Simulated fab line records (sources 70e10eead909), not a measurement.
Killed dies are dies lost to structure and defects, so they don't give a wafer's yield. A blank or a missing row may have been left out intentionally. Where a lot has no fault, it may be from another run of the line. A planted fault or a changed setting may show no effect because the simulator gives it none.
Chamber matching ; flow nand_harc ; NHARC_A_STAIRCASE_DESCUM_219 on rie_diel-05 has 4 sister chambers
The step chemistry O2, time 3 s. 22 wafers are shown with their chamber, then 11 later ones without.

## EACH WAFER AND ITS CHAMBER
wafer;chamber;drypump_motor_current_A (A);showerhead_plenum_p_Torr (Torr);throttle_valve_pct (%)
L074.2;3;6.3;2.02;11.310
L074.3;2;4.7;1.91;11.312
L074.5;3;6.3;2.02;11.298
L074.1;1;5.3;1.99;11.313
L074.4;0;5.8;1.80;11.310
L074.6;2;4.7;1.91;11.316
L076.3;1;5.3;1.99;11.317
L076.5;1;5.3;1.99;11.305
L076.6;0;5.8;1.80;11.322
L078.3;1;5.3;1.98;11.320
L078.4;0;5.8;1.79;11.309
L078.6;1;5.3;1.98;11.307
L081.2;1;5.3;1.98;11.296
L081.4;2;4.7;1.90;11.304
L081.5;2;4.7;1.90;11.303
L082.3;3;6.3;2.01;11.327
L082.4;2;4.7;1.90;11.289
L082.6;3;6.3;2.01;11.306
L087.3;3;6.4;2.01;11.313
L087.5;0;5.9;1.79;11.320
L087.6;3;6.3;2.01;11.304
L087.1;0;5.8;1.79;11.303

SIGNATURES, as means of the wafers listed above
reading;chamber 0;chamber 1;chamber 2;chamber 3;scatter within a chamber
drypump_motor_current_A;5.820;5.300;4.700;6.317;0.0301
showerhead_plenum_p_Torr;1.7940;1.9850;1.9040;2.0133;0.00539
throttle_valve_pct;11.31280;11.30967;11.30480;11.30967;0.00933
Rule: distance of a wafer from a chamber = root of the sum over the readings of ((wafer's reading minus chamber's mean) / reading's scatter) squared. The wafer belongs to the nearest chamber; if the next one is less than 2 further off, it can't be placed. The scatter is the square root of a quotient: the sum, over the shown wafers, of each reading's squared deviation from its chamber's mean, divided by wafers minus chambers.

## WAFERS WITH NO CHAMBER GIVEN
wafer;drypump_motor_current_A (A);showerhead_plenum_p_Torr (Torr);throttle_valve_pct (%)
L087.2;4.7;1.89;11.308
L087.4;5.3;1.97;11.313
L090.1;4.7;1.89;11.318
L090.3;5.9;1.78;11.294
L090.5;5.9;1.78;11.310
L093.1;6.4;2.00;11.284
L093.4;5.9;1.78;11.325
L093.5;4.7;1.89;11.311
L094.1;4.7;1.89;11.312
L094.4;6.3;2.00;11.314
L094.6;5.3;1.97;11.311

## CHAMBER TAKEN BY EACH
wafer;from the rows above;in truth
L087.2;2;2
L087.4;1;1
L090.1;2;2
L090.3;0;0
L090.5;0;0
L093.1;3;3
L093.4;0;0
L093.5;2;2
L094.1;2;2
L094.4;3;3
L094.6;1;1
11 of 11 placed correctly. From these rows, 0 cannot be placed. Number placed wrongly: 0.
